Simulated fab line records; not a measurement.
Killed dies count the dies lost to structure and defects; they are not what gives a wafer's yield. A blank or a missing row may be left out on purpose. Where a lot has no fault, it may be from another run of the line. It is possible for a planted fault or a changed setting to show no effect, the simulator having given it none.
fab line records || flow n5Finfet || part 2 of 2: steps 27 to 32 of 32
record {"lots": 5, "wafers": 15, "lastDay": 16}
route steps=1938 shown WELL_APT@39 PMOS_HMC_CHANNEL_EPI@57
lots with no fault: from the same line, run without faults
startH: hours from the record's first day to the start of the lot's first wafer shown || waitH: hours elapsed since this lot's preceding step || " identical to the entry in the row above || L1.1+2: a single row standing in for several wafers || - no value, or no start was given || * or withheld: withheld || < > ~ a bound
route shown NAME@n: names a module that has steps shown in the file, with the first one's number in the route || usual: mean/standard deviation of fault-free wafers || same: alike in all rows || chamber/n: place in a boat || sites: readings site by site || _std_site: the standard deviation of these || _edge_site: inner sites' mean taken away from outer sites' mean || radiusMm: how far each site lies from the wafer's centre || mask NAME#n: copy n || behind: the tool/chamber that last shaped the wafer || hold: cause of the lot's hold/its duration in hours/its outcome || device: which transistor (n, p or np) failed to switch || end of line: tests of these same wafers at the route's end || a step with no rows: only its recipe || killed: the dies lost at the first sort to structure and to defects; this is not the yield of the wafer || map: shows each die of a wafer: x if killed, . if not, _ if none is there
set.NAME: the setting the step ran with; set.NAME@STEP: the setting that earlier step ran with || model.NAME: the simulator's own value behind a step, which no gauge read
a table for each step, a row for each wafer; lots at some steps of the route
services: the hour from which a tool's chamber was out of use, counted from the record's first day as startH (under 0 if before that day), plus the number of hours and why
## steps
# step N5_PMOS_HMC_CHANNEL_EPI_CD_MEAS_09
# recipe {"targetCdNm": 237.4, "landingEnergyEv": 500, "detector": "seInlens"}
# usual {"cdNm": "237.3/1"}
{"lot.wafer": "L076.1", "tool": "cdSem-03", "chamber": 0, "startH": 29.41, "waitH": "-", "cdNm": 236.5}
{"lot.wafer": "L076.2", "tool": "cdSem-03", "chamber": 0, "startH": 29.41, "waitH": "-", "cdNm": 237.0}
{"lot.wafer": "L076.5", "tool": "cdSem-03", "chamber": 0, "startH": 29.41, "waitH": "-", "cdNm": 235.9}
{"lot.wafer": "L081.3", "tool": "cdSem-02", "chamber": 0, "startH": 60.73, "waitH": "-", "cdNm": 235.7}
{"lot.wafer": "L081.4", "tool": "cdSem-02", "chamber": 0, "startH": 60.73, "waitH": "-", "cdNm": 236.2}
{"lot.wafer": "L081.6", "tool": "cdSem-02", "chamber": 0, "startH": 60.73, "waitH": "-", "cdNm": 237.6}
{"lot.wafer": "L086.1", "tool": "cdSem-03", "chamber": 0, "startH": 88.91, "waitH": "-", "cdNm": 238.5}
{"lot.wafer": "L086.3", "tool": "cdSem-03", "chamber": 0, "startH": 88.91, "waitH": "-", "cdNm": 237.8}
{"lot.wafer": "L086.4", "tool": "cdSem-03", "chamber": 0, "startH": 88.91, "waitH": "-", "cdNm": 238.0}
{"lot.wafer": "L087.2", "tool": "cdSem-02", "chamber": 0, "startH": 96.74, "waitH": "-", "cdNm": 237.5}
{"lot.wafer": "L087.3", "tool": "cdSem-02", "chamber": 0, "startH": 96.74, "waitH": "-", "cdNm": 238.6}
{"lot.wafer": "L087.6", "tool": "cdSem-02", "chamber": 0, "startH": 96.74, "waitH": "-", "cdNm": 238.8}
{"lot.wafer": "L093.1", "tool": "cdSem-03", "chamber": 0, "startH": 131.21, "waitH": "-", "cdNm": 238.6}
{"lot.wafer": "L093.3", "tool": "cdSem-03", "chamber": 0, "startH": 131.21, "waitH": "-", "cdNm": 239.7}
{"lot.wafer": "L093.6", "tool": "cdSem-03", "chamber": 0, "startH": 131.21, "waitH": "-", "cdNm": 239.1}
# step N5_PMOS_HMC_CHANNEL_EPI_OVL_MEAS_10
# recipe {"pointsPerWafer": 44}
# usual {"PMOS_HMC_BLK_OVL": "-0.1/0.84"}
{"lot.wafer": "L076.1", "tool": "overlay-02", "chamber": 0, "startH": 29.45, "waitH": 0.0, "PMOS_HMC_BLK_OVL[nm]": -1.3}
{"lot.wafer": "L076.2", "tool": "overlay-02", "chamber": 0, "startH": 29.45, "waitH": 0.0, "PMOS_HMC_BLK_OVL[nm]": -1.2}
{"lot.wafer": "L076.5", "tool": "overlay-02", "chamber": 0, "startH": 29.45, "waitH": 0.0, "PMOS_HMC_BLK_OVL[nm]": -1.2}
{"lot.wafer": "L081.3", "tool": "overlay-02", "chamber": 0, "startH": 60.76, "waitH": 0.0, "PMOS_HMC_BLK_OVL[nm]": 0.7}
{"lot.wafer": "L081.4", "tool": "overlay-02", "chamber": 0, "startH": 60.76, "waitH": 0.0, "PMOS_HMC_BLK_OVL[nm]": -0.2}
{"lot.wafer": "L081.6", "tool": "overlay-02", "chamber": 0, "startH": 60.76, "waitH": 0.0, "PMOS_HMC_BLK_OVL[nm]": 0.0}
{"lot.wafer": "L086.1", "tool": "overlay-02", "chamber": 0, "startH": 88.94, "waitH": 0.0, "PMOS_HMC_BLK_OVL[nm]": -1.2}
{"lot.wafer": "L086.3", "tool": "overlay-02", "chamber": 0, "startH": 88.94, "waitH": 0.0, "PMOS_HMC_BLK_OVL[nm]": -0.3}
{"lot.wafer": "L086.4", "tool": "overlay-02", "chamber": 0, "startH": 88.94, "waitH": 0.0, "PMOS_HMC_BLK_OVL[nm]": -0.4}
{"lot.wafer": "L087.2", "tool": "overlay-02", "chamber": 0, "startH": 96.77, "waitH": 0.0, "PMOS_HMC_BLK_OVL[nm]": 0.4}
{"lot.wafer": "L087.3", "tool": "overlay-02", "chamber": 0, "startH": 96.77, "waitH": 0.0, "PMOS_HMC_BLK_OVL[nm]": -1.2}
{"lot.wafer": "L087.6", "tool": "overlay-02", "chamber": 0, "startH": 96.77, "waitH": 0.0, "PMOS_HMC_BLK_OVL[nm]": 1.0}
{"lot.wafer": "L093.1", "tool": "overlay-02", "chamber": 0, "startH": 131.24, "waitH": 0.0, "PMOS_HMC_BLK_OVL[nm]": -0.9}
{"lot.wafer": "L093.3", "tool": "overlay-02", "chamber": 0, "startH": 131.24, "waitH": 0.0, "PMOS_HMC_BLK_OVL[nm]": -0.9}
{"lot.wafer": "L093.6", "tool": "overlay-02", "chamber": 0, "startH": 131.24, "waitH": 0.0, "PMOS_HMC_BLK_OVL[nm]": -0.7}
# step N5_PMOS_HMC_CHANNEL_EPI_INSPECT_11
# recipe {"mode": "adi", "inspectInstrument": "macro"}
# usual {"rawDefectCount": "2.2/1.5"}
{"lot.wafer": "L076.1", "tool": "defectInspect-01", "chamber": "-", "startH": 29.47, "waitH": 0.0, "rawDefectCount": 2}
{"lot.wafer": "L076.2", "tool": "defectInspect-01", "chamber": "-", "startH": 29.47, "waitH": 0.0, "rawDefectCount": 0}
{"lot.wafer": "L076.5", "tool": "defectInspect-01", "chamber": "-", "startH": 29.47, "waitH": 0.0, "rawDefectCount": 3}
{"lot.wafer": "L081.3", "tool": "defectInspect-01", "chamber": "-", "startH": 60.78, "waitH": 0.0, "rawDefectCount": 2}
{"lot.wafer": "L081.4", "tool": "defectInspect-01", "chamber": "-", "startH": 60.78, "waitH": 0.0, "rawDefectCount": 2}
{"lot.wafer": "L081.6", "tool": "defectInspect-01", "chamber": "-", "startH": 60.78, "waitH": 0.0, "rawDefectCount": 4}
{"lot.wafer": "L086.1", "tool": "defectInspect-02", "chamber": "-", "startH": 88.97, "waitH": 0.0, "rawDefectCount": 1}
{"lot.wafer": "L086.3", "tool": "defectInspect-02", "chamber": "-", "startH": 88.97, "waitH": 0.0, "rawDefectCount": 4}
{"lot.wafer": "L086.4", "tool": "defectInspect-02", "chamber": "-", "startH": 88.97, "waitH": 0.0, "rawDefectCount": 0}
{"lot.wafer": "L087.2", "tool": "defectInspect-02", "chamber": "-", "startH": 96.80, "waitH": 0.0, "rawDefectCount": 5}
{"lot.wafer": "L087.3", "tool": "defectInspect-02", "chamber": "-", "startH": 96.80, "waitH": 0.0, "rawDefectCount": 4}
{"lot.wafer": "L087.6", "tool": "defectInspect-02", "chamber": "-", "startH": 96.80, "waitH": 0.0, "rawDefectCount": 1}
{"lot.wafer": "L093.1", "tool": "defectInspect-02", "chamber": "-", "startH": 131.26, "waitH": 0.0, "rawDefectCount": 2}
{"lot.wafer": "L093.3", "tool": "defectInspect-02", "chamber": "-", "startH": 131.26, "waitH": 0.0, "rawDefectCount": 1}
{"lot.wafer": "L093.6", "tool": "defectInspect-02", "chamber": "-", "startH": 131.26, "waitH": 0.0, "rawDefectCount": 3}
# step N5_PMOS_HMC_CHANNEL_EPI_DESCUM_14
# recipe {"chemistry": "O2", "timeS": 7.9, "sourcePowerW": 50, "biasPowerW": 20, "pressureMtorr": 20, "rfFrequencyHz": 2.712e+07, "tempC": 40, "resist": "CAR-ArF-block", "o2FlowSccm": 225}
# usual {"drypumpMotorCurrentA": "5.8/0.45", "oesProductAu": "0.81/0.07", "rfVppV": "243.2/1.1", "showerheadPlenumPTorr": "2.10/0.049", "throttleValvePct": "20.37/0.23"}
{"lot.wafer": "L076.1", "tool": "rieDiel-03", "chamber": 1, "startH": 29.51, "waitH": 0.0, "drypumpMotorCurrentA": 4.8, "oesProductAu": 0.69, "rfHoursCounterH": 227, "rfVppV": 245.1, "showerheadPlenumPTorr": 2.16, "throttleValvePct": 20.71}
{"lot.wafer": "L076.2", "tool": "rieDiel-03", "chamber": 3, "startH": 29.51, "waitH": 0.0, "drypumpMotorCurrentA": 6.6, "oesProductAu": 0.88, "rfHoursCounterH": 42, "rfVppV": 243.2, "showerheadPlenumPTorr": 2.14, "throttleValvePct": 20.19}
{"lot.wafer": "L076.5", "tool": "rieDiel-03", "chamber": 3, "startH": 29.51, "waitH": 0.0, "drypumpMotorCurrentA": 6.6, "oesProductAu": 0.87, "rfHoursCounterH": "-", "rfVppV": 242.2, "showerheadPlenumPTorr": 2.14, "throttleValvePct": 20.19}
{"lot.wafer": "L081.3", "tool": "rieDiel-03", "chamber": 1, "startH": 60.81, "waitH": 0.0, "drypumpMotorCurrentA": 4.8, "oesProductAu": 0.69, "rfHoursCounterH": 236, "rfVppV": 244.2, "showerheadPlenumPTorr": 2.15, "throttleValvePct": 20.72}
{"lot.wafer": "L081.4", "tool": "rieDiel-03", "chamber": 3, "startH": 60.81, "waitH": 0.0, "drypumpMotorCurrentA": 6.6, "oesProductAu": 0.87, "rfHoursCounterH": 51, "rfVppV": 242.9, "showerheadPlenumPTorr": 2.14, "throttleValvePct": 20.22}
{"lot.wafer": "L081.6", "tool": "rieDiel-03", "chamber": 3, "startH": 60.81, "waitH": 0.0, "drypumpMotorCurrentA": 6.6, "oesProductAu": 0.87, "rfHoursCounterH": "-", "rfVppV": 243.2, "showerheadPlenumPTorr": 2.14, "throttleValvePct": 20.23}
{"lot.wafer": "L086.1", "tool": "rieDiel-05", "chamber": 2, "startH": 89.00, "waitH": 0.0, "drypumpMotorCurrentA": 5.9, "oesProductAu": 0.85, "rfHoursCounterH": 68, "rfVppV": 243.9, "showerheadPlenumPTorr": 2.13, "throttleValvePct": 20.21}
{"lot.wafer": "L086.3", "tool": "rieDiel-05", "chamber": 0, "startH": 89.00, "waitH": 0.0, "drypumpMotorCurrentA": 5.9, "oesProductAu": 0.74, "rfHoursCounterH": 195, "rfVppV": 243.3, "showerheadPlenumPTorr": 2.05, "throttleValvePct": 20.24}
{"lot.wafer": "L086.4", "tool": "rieDiel-05", "chamber": 3, "startH": 89.00, "waitH": 0.0, "drypumpMotorCurrentA": 6.4, "oesProductAu": 0.86, "rfHoursCounterH": 62, "rfVppV": 243.6, "showerheadPlenumPTorr": 2.06, "throttleValvePct": 20.72}
{"lot.wafer": "L087.2", "tool": "rieDiel-02", "chamber": 0, "startH": 97.50, "waitH": 0.7, "drypumpMotorCurrentA": 5.4, "oesProductAu": 0.92, "rfHoursCounterH": 22, "rfVppV": 243.9, "showerheadPlenumPTorr": 2.08, "throttleValvePct": 20.04}
{"lot.wafer": "L087.3", "tool": "rieDiel-02", "chamber": 1, "startH": 97.50, "waitH": 0.7, "drypumpMotorCurrentA": 5.7, "oesProductAu": 0.82, "rfHoursCounterH": 66, "rfVppV": 243.9, "showerheadPlenumPTorr": 2.03, "throttleValvePct": 20.22}
{"lot.wafer": "L087.6", "tool": "rieDiel-02", "chamber": 0, "startH": 97.50, "waitH": 0.7, "drypumpMotorCurrentA": 5.4, "oesProductAu": 0.92, "rfHoursCounterH": "-", "rfVppV": 243.1, "showerheadPlenumPTorr": 2.08, "throttleValvePct": 20.03}
{"lot.wafer": "L093.1", "tool": "rieDiel-02", "chamber": 1, "startH": 131.44, "waitH": 0.2, "drypumpMotorCurrentA": 5.7, "oesProductAu": 0.82, "rfHoursCounterH": 77, "rfVppV": 242.1, "showerheadPlenumPTorr": 2.03, "throttleValvePct": 20.25}
{"lot.wafer": "L093.3", "tool": "rieDiel-02", "chamber": 2, "startH": 131.44, "waitH": 0.2, "drypumpMotorCurrentA": 6.4, "oesProductAu": 0.73, "rfHoursCounterH": 149, "rfVppV": 243.1, "showerheadPlenumPTorr": 2.13, "throttleValvePct": 20.74}
{"lot.wafer": "L093.6", "tool": "rieDiel-02", "chamber": 2, "startH": 131.44, "waitH": 0.2, "drypumpMotorCurrentA": 6.4, "oesProductAu": 0.73, "rfHoursCounterH": "-", "rfVppV": 242.6, "showerheadPlenumPTorr": 2.13, "throttleValvePct": 20.72}
# step N5_PMOS_HMC_CHANNEL_EPI_ETCH_32
# recipe {"chemistry": "N2/H2", "target": "BARC", "stopOn": "SiO2", "targetDepthA": 858, "overEtchFrac": 0.3, "timeS": 50.3, "ionEnergyEv": 200, "maskMaterial": "CAR-ArF-block", "pressureMtorr": 30, "sourceW": 840, "biasW": 150, "n2FlowSccm": 200, "h2FlowSccm": 200}
# usual {"drypumpMotorCurrentA": "5.8/0.46", "oesProductAu": "0.69/0.058", "rfVppV": "523.9/1.8", "showerheadPlenumPTorr": "2.55/0.053", "throttleValvePct": "17.80/0.25"}
{"lot.wafer": "L076.1", "tool": "rieDiel-03", "chamber": 1, "startH": 29.54, "waitH": 0.0, "drypumpMotorCurrentA": 4.8, "oesProductAu": 0.60, "rfHoursCounterH": 227, "rfVppV": 526.1, "showerheadPlenumPTorr": 2.63, "throttleValvePct": 18.18}
{"lot.wafer": "L076.2", "tool": "rieDiel-03", "chamber": 3, "startH": 29.54, "waitH": 0.0, "drypumpMotorCurrentA": 6.7, "oesProductAu": 0.74, "rfHoursCounterH": 42, "rfVppV": 524.0, "showerheadPlenumPTorr": 2.59, "throttleValvePct": 17.64}
{"lot.wafer": "L076.5", "tool": "rieDiel-03", "chamber": 3, "startH": 29.54, "waitH": 0.0, "drypumpMotorCurrentA": 6.7, "oesProductAu": 0.74, "rfHoursCounterH": "-", "rfVppV": 526.2, "showerheadPlenumPTorr": 2.59, "throttleValvePct": 17.64}
{"lot.wafer": "L081.3", "tool": "rieDiel-03", "chamber": 1, "startH": 60.85, "waitH": 0.0, "drypumpMotorCurrentA": 4.8, "oesProductAu": 0.60, "rfHoursCounterH": 236, "rfVppV": 526.3, "showerheadPlenumPTorr": 2.62, "throttleValvePct": 18.20}
{"lot.wafer": "L081.4", "tool": "rieDiel-03", "chamber": 3, "startH": 60.85, "waitH": 0.0, "drypumpMotorCurrentA": 6.6, "oesProductAu": 0.73, "rfHoursCounterH": 51, "rfVppV": 524.4, "showerheadPlenumPTorr": 2.58, "throttleValvePct": 17.67}
{"lot.wafer": "L081.6", "tool": "rieDiel-03", "chamber": 3, "startH": 60.85, "waitH": 0.0, "drypumpMotorCurrentA": 6.6, "oesProductAu": 0.73, "rfHoursCounterH": "-", "rfVppV": 525.6, "showerheadPlenumPTorr": 2.58, "throttleValvePct": 17.66}
{"lot.wafer": "L086.1", "tool": "rieDiel-05", "chamber": 2, "startH": 89.04, "waitH": 0.0, "drypumpMotorCurrentA": 5.8, "oesProductAu": 0.72, "rfHoursCounterH": 68, "rfVppV": 524.5, "showerheadPlenumPTorr": 2.56, "throttleValvePct": 17.44}
{"lot.wafer": "L086.3", "tool": "rieDiel-05", "chamber": 0, "startH": 89.04, "waitH": 0.0, "drypumpMotorCurrentA": 5.8, "oesProductAu": 0.63, "rfHoursCounterH": 195, "rfVppV": 524.8, "showerheadPlenumPTorr": 2.52, "throttleValvePct": 17.94}
{"lot.wafer": "L086.4", "tool": "rieDiel-05", "chamber": 3, "startH": 89.04, "waitH": 0.0, "drypumpMotorCurrentA": 6.4, "oesProductAu": 0.73, "rfHoursCounterH": 62, "rfVppV": 521.4, "showerheadPlenumPTorr": 2.49, "throttleValvePct": 18.17}
{"lot.wafer": "L087.2", "tool": "rieDiel-02", "chamber": 0, "startH": 97.54, "waitH": 0.0, "drypumpMotorCurrentA": 5.4, "oesProductAu": 0.79, "rfHoursCounterH": 22, "rfVppV": 521.3, "showerheadPlenumPTorr": 2.52, "throttleValvePct": 17.47}
{"lot.wafer": "L087.3", "tool": "rieDiel-02", "chamber": 1, "startH": 97.54, "waitH": 0.0, "drypumpMotorCurrentA": 5.7, "oesProductAu": 0.71, "rfHoursCounterH": 66, "rfVppV": 522.0, "showerheadPlenumPTorr": 2.47, "throttleValvePct": 17.81}
{"lot.wafer": "L087.6", "tool": "rieDiel-02", "chamber": 0, "startH": 97.54, "waitH": 0.0, "drypumpMotorCurrentA": 5.4, "oesProductAu": 0.79, "rfHoursCounterH": "-", "rfVppV": 520.6, "showerheadPlenumPTorr": 2.52, "throttleValvePct": 17.48}
{"lot.wafer": "L093.1", "tool": "rieDiel-02", "chamber": 1, "startH": 131.48, "waitH": 0.0, "drypumpMotorCurrentA": 5.7, "oesProductAu": 0.70, "rfHoursCounterH": 77, "rfVppV": 521.4, "showerheadPlenumPTorr": 2.46, "throttleValvePct": 17.82}
{"lot.wafer": "L093.3", "tool": "rieDiel-02", "chamber": 2, "startH": 131.48, "waitH": 0.0, "drypumpMotorCurrentA": 6.4, "oesProductAu": 0.63, "rfHoursCounterH": 149, "rfVppV": 525.5, "showerheadPlenumPTorr": 2.53, "throttleValvePct": 17.89}
{"lot.wafer": "L093.6", "tool": "rieDiel-02", "chamber": 2, "startH": 131.48, "waitH": 0.0, "drypumpMotorCurrentA": 6.5, "oesProductAu": 0.62, "rfHoursCounterH": "-", "rfVppV": 524.4, "showerheadPlenumPTorr": 2.53, "throttleValvePct": 17.88}
# step N5_PMOS_HMC_CHANNEL_EPI_HM_OPEN_15
# recipe {"chemistry": "CHF3/O2", "target": "SiO2", "maskMaterial": "CAR-ArF-block", "targetDepthA": 406, "CHF3_flow_sccm": 50, "O2_flow_sccm": 5, "Ar_flow_sccm": 200, "timeS": 20.3, "pressureMtorr": 30, "sourceW": 650, "biasW": 170, "ionEnergyEv": 200}
# usual {"drypumpMotorCurrentA": "5.8/0.46", "oes_f_703_au": "0.81/0.083", "oesProductAu": "0.81/0.075", "rfVppV": "527/11", "showerheadPlenumPTorr": "2.41/0.047", "throttleValvePct": "18.77/0.22"}
{"lot.wafer": "L076.1", "tool": "rieDiel-03", "chamber": 1, "startH": 29.58, "waitH": 0.0, "drypumpMotorCurrentA": 4.8, "oes_f_703_au": 0.71, "oesProductAu": 0.70, "rfHoursCounterH": 227, "rfVppV": 539, "showerheadPlenumPTorr": 2.47, "throttleValvePct": 19.10}
{"lot.wafer": "L076.2", "tool": "rieDiel-03", "chamber": 3, "startH": 29.58, "waitH": 0.0, "drypumpMotorCurrentA": 6.6, "oes_f_703_au": 0.90, "oesProductAu": 0.87, "rfHoursCounterH": 42, "rfVppV": 516, "showerheadPlenumPTorr": 2.42, "throttleValvePct": 18.47}
{"lot.wafer": "L076.5", "tool": "rieDiel-03", "chamber": 3, "startH": 29.58, "waitH": 0.0, "drypumpMotorCurrentA": 6.6, "oes_f_703_au": 0.90, "oesProductAu": 0.88, "rfHoursCounterH": "-", "rfVppV": 518, "showerheadPlenumPTorr": 2.42, "throttleValvePct": 18.47}
{"lot.wafer": "L081.3", "tool": "rieDiel-03", "chamber": 1, "startH": 60.89, "waitH": 0.0, "drypumpMotorCurrentA": 4.8, "oes_f_703_au": 0.71, "oesProductAu": 0.70, "rfHoursCounterH": 236, "rfVppV": 540, "showerheadPlenumPTorr": 2.47, "throttleValvePct": 19.10}
{"lot.wafer": "L081.4", "tool": "rieDiel-03", "chamber": 3, "startH": 60.89, "waitH": 0.0, "drypumpMotorCurrentA": 6.6, "oes_f_703_au": 0.90, "oesProductAu": 0.88, "rfHoursCounterH": 51, "rfVppV": 517, "showerheadPlenumPTorr": 2.42, "throttleValvePct": 18.48}
{"lot.wafer": "L081.6", "tool": "rieDiel-03", "chamber": 3, "startH": 60.89, "waitH": 0.0, "drypumpMotorCurrentA": 6.6, "oes_f_703_au": 0.89, "oesProductAu": 0.88, "rfHoursCounterH": "-", "rfVppV": 517, "showerheadPlenumPTorr": 2.42, "throttleValvePct": 18.47}
{"lot.wafer": "L086.1", "tool": "rieDiel-05", "chamber": 2, "startH": 89.08, "waitH": 0.0, "drypumpMotorCurrentA": 5.8, "oes_f_703_au": 0.88, "oesProductAu": 0.86, "rfHoursCounterH": 68, "rfVppV": 508, "showerheadPlenumPTorr": 2.43, "throttleValvePct": 18.57}
{"lot.wafer": "L086.3", "tool": "rieDiel-05", "chamber": 0, "startH": 89.08, "waitH": 0.0, "drypumpMotorCurrentA": 5.8, "oes_f_703_au": 0.72, "oesProductAu": 0.74, "rfHoursCounterH": 195, "rfVppV": 536, "showerheadPlenumPTorr": 2.39, "throttleValvePct": 18.87}
{"lot.wafer": "L086.4", "tool": "rieDiel-05", "chamber": 3, "startH": 89.08, "waitH": 0.0, "drypumpMotorCurrentA": 6.4, "oes_f_703_au": 0.84, "oesProductAu": 0.84, "rfHoursCounterH": 62, "rfVppV": 526, "showerheadPlenumPTorr": 2.37, "throttleValvePct": 19.13}
{"lot.wafer": "L087.2", "tool": "rieDiel-02", "chamber": 0, "startH": 97.58, "waitH": 0.0, "drypumpMotorCurrentA": 5.4, "oes_f_703_au": 0.95, "oesProductAu": 0.94, "rfHoursCounterH": 22, "rfVppV": 544, "showerheadPlenumPTorr": 2.38, "throttleValvePct": 18.41}
{"lot.wafer": "L087.3", "tool": "rieDiel-02", "chamber": 1, "startH": 97.58, "waitH": 0.0, "drypumpMotorCurrentA": 5.7, "oes_f_703_au": 0.86, "oesProductAu": 0.83, "rfHoursCounterH": 66, "rfVppV": 527, "showerheadPlenumPTorr": 2.35, "throttleValvePct": 18.72}
{"lot.wafer": "L087.6", "tool": "rieDiel-02", "chamber": 0, "startH": 97.58, "waitH": 0.0, "drypumpMotorCurrentA": 5.4, "oes_f_703_au": 0.94, "oesProductAu": 0.94, "rfHoursCounterH": "-", "rfVppV": 544, "showerheadPlenumPTorr": 2.38, "throttleValvePct": 18.39}
{"lot.wafer": "L093.1", "tool": "rieDiel-02", "chamber": 1, "startH": 131.52, "waitH": 0.0, "drypumpMotorCurrentA": 5.7, "oes_f_703_au": 0.84, "oesProductAu": 0.82, "rfHoursCounterH": 77, "rfVppV": 527, "showerheadPlenumPTorr": 2.34, "throttleValvePct": 18.73}
{"lot.wafer": "L093.3", "tool": "rieDiel-02", "chamber": 2, "startH": 131.52, "waitH": 0.0, "drypumpMotorCurrentA": 6.4, "oes_f_703_au": 0.74, "oesProductAu": 0.73, "rfHoursCounterH": 149, "rfVppV": 525, "showerheadPlenumPTorr": 2.40, "throttleValvePct": 18.97}
{"lot.wafer": "L093.6", "tool": "rieDiel-02", "chamber": 2, "startH": 131.52, "waitH": 0.0, "drypumpMotorCurrentA": 6.4, "oes_f_703_au": 0.73, "oesProductAu": 0.72, "rfHoursCounterH": "-", "rfVppV": 525, "showerheadPlenumPTorr": 2.40, "throttleValvePct": 18.97}
## services
{"tool": "arfiScanner-02", "chamber": "-", "startH": 5.64, "hours": 1.3, "kind": "pm"}
{"tool": "rieDiel-03", "chamber": 2, "startH": 8.25, "hours": 2.8, "kind": "repair"}
{"tool": "arfiScanner-02", "chamber": "-", "startH": 8.99, "hours": 0.8, "kind": "pm"}
{"tool": "rieDiel-05", "chamber": 3, "startH": 11.97, "hours": 4.0, "kind": "repair"}
{"tool": "rieDiel-02", "chamber": 3, "startH": 13.30, "hours": 5.3, "kind": "repair"}
{"tool": "rieDiel-02", "chamber": 3, "startH": 22.54, "hours": 6.3, "kind": "repair"}
{"tool": "pecvd-03", "chamber": 1, "startH": 26.06, "hours": 4.2, "kind": "repair"}
{"tool": "wetBench-04", "chamber": "-", "startH": 30.12, "hours": 2.0, "kind": "repair"}
{"tool": "krfScanner-01", "chamber": "-", "startH": 31.61, "hours": 0.8, "kind": "pm"}
{"tool": "pecvd-01", "chamber": "-", "startH": 34.00, "hours": 0.7, "kind": "repair"}
{"tool": "krfScanner-01", "chamber": "-", "startH": 34.74, "hours": 4.4, "kind": "pm"}
{"tool": "rieDiel-06", "chamber": "-", "startH": 36.66, "hours": 28.1, "kind": "pm"}
{"tool": "krfScanner-01", "chamber": "-", "startH": 40.77, "hours": 1.0, "kind": "pm"}
{"tool": "wetBench-06", "chamber": "-", "startH": 44.35, "hours": 4.5, "kind": "repair"}
{"tool": "arfiScanner-01", "chamber": "-", "startH": 46.43, "hours": 1.3, "kind": "pm"}
{"tool": "krfScanner-01", "chamber": "-", "startH": 64.02, "hours": 30.3, "kind": "repair"}
{"tool": "wetBench-03", "chamber": "-", "startH": 84.87, "hours": 1.8, "kind": "repair"}
{"tool": "rieDiel-02", "chamber": "-", "startH": 89.59, "hours": 0.7, "kind": "repair"}
{"tool": "rieDiel-02", "chamber": 2, "startH": 95.78, "hours": 4.7, "kind": "repair"}
{"tool": "rieDiel-02", "chamber": 3, "startH": 97.68, "hours": 4.5, "kind": "repair"}
{"tool": "implanter-02", "chamber": "-", "startH": 117.88, "hours": 4.8, "kind": "repair"}
{"tool": "rieDiel-02", "chamber": 3, "startH": 119.31, "hours": 7.9, "kind": "repair"}
{"tool": "rieDiel-05", "chamber": "-", "startH": 122.19, "hours": 0.2, "kind": "repair"}
{"tool": "rieDiel-05", "chamber": 3, "startH": 129.67, "hours": 16.7, "kind": "repair"}
